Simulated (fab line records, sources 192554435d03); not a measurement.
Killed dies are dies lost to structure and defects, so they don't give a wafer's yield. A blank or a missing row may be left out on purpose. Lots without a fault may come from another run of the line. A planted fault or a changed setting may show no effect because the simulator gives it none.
fab line records | flow n5_finfet | part 2 of 2: steps 17 to 27 of 27
record lots=5 wafers=15 last_day=17
route steps=1938 shown BEOL_M0_CUTY@712 BEOL_M0@715
lots that met no fault: from a run of the same line without faults
start_h: hours from the record's first day to the start of the lot's first wafer shown | wait_h: hours since the lot's step before | " the same as in the row above | L1.1+2: a row that stands for several wafers | - no value, or no start given | * or withheld: withheld | < > ~ a bound
route shown NAME@n: a module of which the file shows steps, and the number in the route of the first | usual: mean/standard deviation of fault-free wafers | same: alike in all rows | chamber/n: place in a boat | sites: the reading at each site | _std_site: their standard deviation | _edge_site: outer sites' mean less inner sites' | radius_mm: how far each site lies from the wafer's centre | mask NAME#n: copy n | behind: the tool/chamber that last shaped the wafer | hold: why the lot was held/for how many hours/how that ended | device: the transistor (n, p or np) that didn't switch | end of line: the same wafers' tests at the end of the route | a step without rows: its recipe alone | killed: dies lost to structure and defects at the first sort, not the wafer's yield | map: a wafer's dies, x killed, . not, _ none there
set.NAME: the setting as run; set.NAME@STEP: as run at that earlier step | model.NAME: the simulator's own value behind a step, which no gauge read
lots at some steps of the route; a table a step, a row a wafer
services: from which hour (start_h, from the record's first day; less than 0 if before it) a tool's chamber was out of use, for how many hours, and why
## steps
# step N5_BEOL_M0_SRD_111
# recipe time_s=30 temp_c=23 rinse_liquid=diw dry=ipa_marangoni
# columns lot.wafer tool chamber start_h wait_h
L080.3+4+6 wet_bench-01 4,0,1 157.82 0.0
L083.3+4+6 wet_bench-01 5,2,0 171.17 0.0
L087.1+2+4 wet_bench-06 6,5,7 192.74 0.0
L088.4+5+6 wet_bench-03 4,6,7 200.59 0.0
L093.2+3+5 wet_bench-01 1,6,2 230.83 0.0
# step N5_BEOL_M0_DEGAS_112
# recipe ambient=vacuum temp_c=250 time_s=60
# usual heater_power_w=309/29
# columns lot.wafer tool chamber start_h wait_h heater_power_w
L080.3 pvd_sputter-02 - 158.08 0.2 337
L080.4 " - " " 316
L080.6 " - " " 360
L083.3 pvd_sputter-01 - 171.96 0.8 257
L083.4 " - " " 305
L083.6 " - " " 264
L087.1 pvd_sputter-01 - 192.87 0.1 257
L087.2 " - " " 280
L087.4 " - " " 311
L088.4 pvd_sputter-03 - 202.36 1.8 327
L088.5 " - " " 343
L088.6 " - " " 330
L093.2 pvd_sputter-02 - 231.07 0.2 339
L093.3 " - " " 360
L093.5 " - " " 356
# step N5_BEOL_M0_PRE_CLEAN_113
# recipe gas=H2/He time_s=30 temp_c=250
# usual heater_power_w=310/29
# columns lot.wafer tool chamber start_h wait_h heater_power_w
L080.3 pvd_sputter-02 - 158.12 0.0 336
L080.4 " - " " 327
L080.6 " - " " 369
L083.3 pvd_sputter-01 - 172.00 0.0 254
L083.4 " - " " 313
L083.6 " - " " 257
L087.1 pvd_sputter-01 - 192.91 0.0 256
L087.2 " - " " 291
L087.4 " - " " 310
L088.4 pvd_sputter-03 - 202.40 0.0 315
L088.5 " - " " 352
L088.6 " - " " 326
L093.2 pvd_sputter-02 - 231.11 0.0 338
L093.3 " - " " 369
L093.5 " - " " 370
# step N5_BEOL_M0_ALD_136
# recipe material=TaN target_thk_a=* temp_c=275 ald_precursor_family=PDMAT ald_co_reactant=NH3 pressure_torr=3 carrier_flow_sccm=1500 pulse_time_s=2 purge_time_s=3 co_reactant_purge_time_s=2 co_reactant_pulse_time_s=3 ald_cycles=30 precursor_vessel_temp_c=75 precursor_vessel_pressure_torr=26.25 precursor_vessel_carrier_sccm=1000
# usual heater_power_w=407/42 precursor_vessel_pressure_torr=26.25/0.05
# same purge_time_s=3
# columns lot.wafer tool chamber start_h wait_h heater_power_w precursor_vessel_pressure_torr
L080.3 ald_metal-02 0 158.29 0.1 334 26.22
L080.4 " 3 " " 418 26.23
L080.6 " 0 " " 344 26.26
L083.3 ald_metal-02 0 172.06 0.0 349 26.24
L083.4 " 1 " " 400 26.21
L083.6 " 1 " " 393 26.20
L087.1 ald_metal-03 0 192.97 0.0 445 26.22
L087.2 " 1 " " 411 26.29
L087.4 " 3 " " 398 26.19
L088.4 ald_metal-02 1 202.46 0.0 391 26.28
L088.5 " 1 " " 396 26.26
L088.6 " 0 " " 339 26.16
L093.2 ald_metal-04 3 231.23 0.1 366 26.24
L093.3 " 0 " " 391 26.25
L093.5 " 0 " " 386 26.23
# step N5_BEOL_M0_SURFACE_TREAT_137
# recipe gas=Ar time_s=* ion_energy_ev=* ion_current_ma_cm2=0.5 pressure_mtorr=* ar_flow_sccm=30
# usual throttle_valve_pct=*
# columns lot.wafer tool chamber start_h wait_h throttle_valve_pct
L080.3 pvd_sputter-02 - 158.76 0.4 *
L080.4 " - " " *
L080.6 " - " " *
L083.3 pvd_sputter-01 - 172.44 0.3 *
L083.4 " - " " *
L083.6 " - " " *
L087.1 pvd_sputter-01 - 193.20 0.1 *
L087.2 " - " " *
L087.4 " - " " *
L088.4 pvd_sputter-03 - 202.92 0.4 *
L088.5 " - " " *
L088.6 " - " " *
L093.2 pvd_sputter-03 - 231.75 0.4 *
L093.3 " - " " *
L093.5 " - " " *
# step N5_BEOL_M0_CVD_115
# recipe material=Co target_thk_a=* temp_c=withheld precursor=CCTBA/H2 pressure_torr=30 time_s=120
# columns lot.wafer tool chamber start_h wait_h
L080.3+4+6 cvd_co-02 2,2,1 159.05 0.3
L083.3+4+6 cvd_co-01 1,2,1 172.68 0.2
L087.1+2+4 cvd_co-02 2,0,2 193.26 0.0
L088.4+5+6 cvd_co-02 1,2,0 203.19 0.3
L093.2+3+5 cvd_co-02 1,2,0 231.91 0.1
# step N5_BEOL_M0_SPUTTER_116
# recipe material=Cu target_thk_a=40 temp_c=-20 chamber_pressure_pa=0.07 power_w=withheld time_s=7.37
# usual throttle_valve_pct=29.5/0.75
# columns lot.wafer tool chamber start_h wait_h throttle_valve_pct
L080.3 pvd_sputter-02 - 160.64 1.5 29.9
L080.4 " - " " 29.0
L080.6 " - " " 29.5
L083.3 pvd_sputter-01 - 172.82 0.1 29.8
L083.4 " - " " 30.7
L083.6 " - " " 28.6
L087.1 pvd_sputter-03 - 193.50 0.2 29.3
L087.2 " - " " 28.5
L087.4 " - " " 30.3
L088.4 pvd_sputter-01 - 203.51 0.3 29.7
L088.5 " - " " 29.9
L088.6 " - " " 28.5
L093.2 pvd_sputter-01 - 232.14 0.2 28.7
L093.3 " - " " 29.9
L093.5 " - " " 29.8
# step N5_BEOL_M0_ANNEAL_117
# recipe temp_c=400 time_s=60 ambient=vacuum
# usual heater_power_w=773/69
# columns lot.wafer tool chamber start_h wait_h heater_power_w
L080.3 pvd_sputter-02 - 160.72 0.0 842
L080.4 " - " " 875
L080.6 " - " " 776
L083.3 pvd_sputter-01 - 172.90 0.0 739
L083.4 " - " " 767
L083.6 " - " " 757
L087.1 pvd_sputter-03 - 193.58 0.0 744
L087.2 " - " " 826
L087.4 " - " " 801
L088.4 pvd_sputter-01 - 203.59 0.0 722
L088.5 " - " " 744
L088.6 " - " " 761
L093.2 pvd_sputter-01 - 232.22 0.0 762
L093.3 " - " " 723
L093.5 " - " " 631
# step N5_BEOL_M0_SPUTTER_132
# recipe material=Cu target_thk_a=40 temp_c=-20 chamber_pressure_pa=0.07 power_w=withheld time_s=7.37
# usual throttle_valve_pct=29.5/0.78
# columns lot.wafer tool chamber start_h wait_h throttle_valve_pct
L080.3 pvd_sputter-02 - 160.76 0.0 29.6
L080.4 " - " " 29.3
L080.6 " - " " 29.5
L083.3 pvd_sputter-01 - 172.94 0.0 29.9
L083.4 " - " " 30.4
L083.6 " - " " 28.6
L087.1 pvd_sputter-03 - 193.62 0.0 29.5
L087.2 " - " " 29.1
L087.4 " - " " 30.2
L088.4 pvd_sputter-01 - 203.63 0.0 29.9
L088.5 " - " " 29.7
L088.6 " - " " 28.4
L093.2 pvd_sputter-01 - 232.26 0.0 28.5
L093.3 " - " " 29.8
L093.5 " - " " 29.7
# step N5_BEOL_M0_ANNEAL_133
# recipe temp_c=400 time_s=60 ambient=vacuum
# usual heater_power_w=773/70
# columns lot.wafer tool chamber start_h wait_h heater_power_w
L080.3 pvd_sputter-02 - 160.84 0.0 812
L080.4 " - " " 905
L080.6 " - " " 797
L083.3 pvd_sputter-01 - 173.02 0.0 721
L083.4 " - " " 770
L083.6 " - " " 751
L087.1 pvd_sputter-03 - 193.70 0.0 746
L087.2 " - " " 849
L087.4 " - " " 779
L088.4 pvd_sputter-01 - 203.71 0.0 739
L088.5 " - " " 720
L088.6 " - " " 758
L093.2 pvd_sputter-01 - 232.34 0.0 742
L093.3 " - " " 733
L093.5 " - " " 633
# step N5_BEOL_M0_SPUTTER_134
# recipe material=Cu target_thk_a=40 temp_c=-20 chamber_pressure_pa=0.07 power_w=withheld time_s=7.37
# usual throttle_valve_pct=29.5/0.79
# columns lot.wafer tool chamber start_h wait_h throttle_valve_pct
L080.3 pvd_sputter-02 - 160.88 0.0 29.7
L080.4 " - " " 29.2
L080.6 " - " " 29.6
L083.3 pvd_sputter-01 - 173.06 0.0 29.8
L083.4 " - " " 30.4
L083.6 " - " " 28.6
L087.1 pvd_sputter-03 - 193.74 0.0 29.3
L087.2 " - " " 28.9
L087.4 " - " " 30.3
L088.4 pvd_sputter-01 - 203.75 0.0 29.8
L088.5 " - " " 29.6
L088.6 " - " " 28.6
L093.2 pvd_sputter-01 - 232.38 0.0 28.4
L093.3 " - " " 29.9
L093.5 " - " " 29.7
## services
# columns tool chamber start_h hours kind
ald_metal-04 - 130.82 1.9 repair
cvd_co-02 0 131.53 22.4 repair
wet_bench-01 - 135.36 0.6 repair
ald_metal-02 1 137.14 27.8 repair
rie_diel-01 3 137.44 - clean
rie_diel-01 3 137.44 - consumable_replace:focus_ring
rie_diel-01 3 137.44 23.2 scheduled_down
rie_diel-01 3 137.44 23.2 vent_cycle
pvd_sputter-03 - 161.93 6.6 repair
ald_metal-04 - 168.50 0.6 repair
rie_diel-06 - 174.50 0.2 repair
cvd_co-01 - 183.83 6.0 pm
pvd_sputter-02 - 185.64 12.6 repair
cvd_co-02 - 187.73 2.7 repair
rie_diel-03 1 191.39 1.3 repair
cvd_co-02 - 194.94 4.3 pm
wet_bench-01 - 218.12 3.4 repair
ald_metal-04 2 221.73 19.1 repair
ald_metal-03 - 230.14 8.7 pm
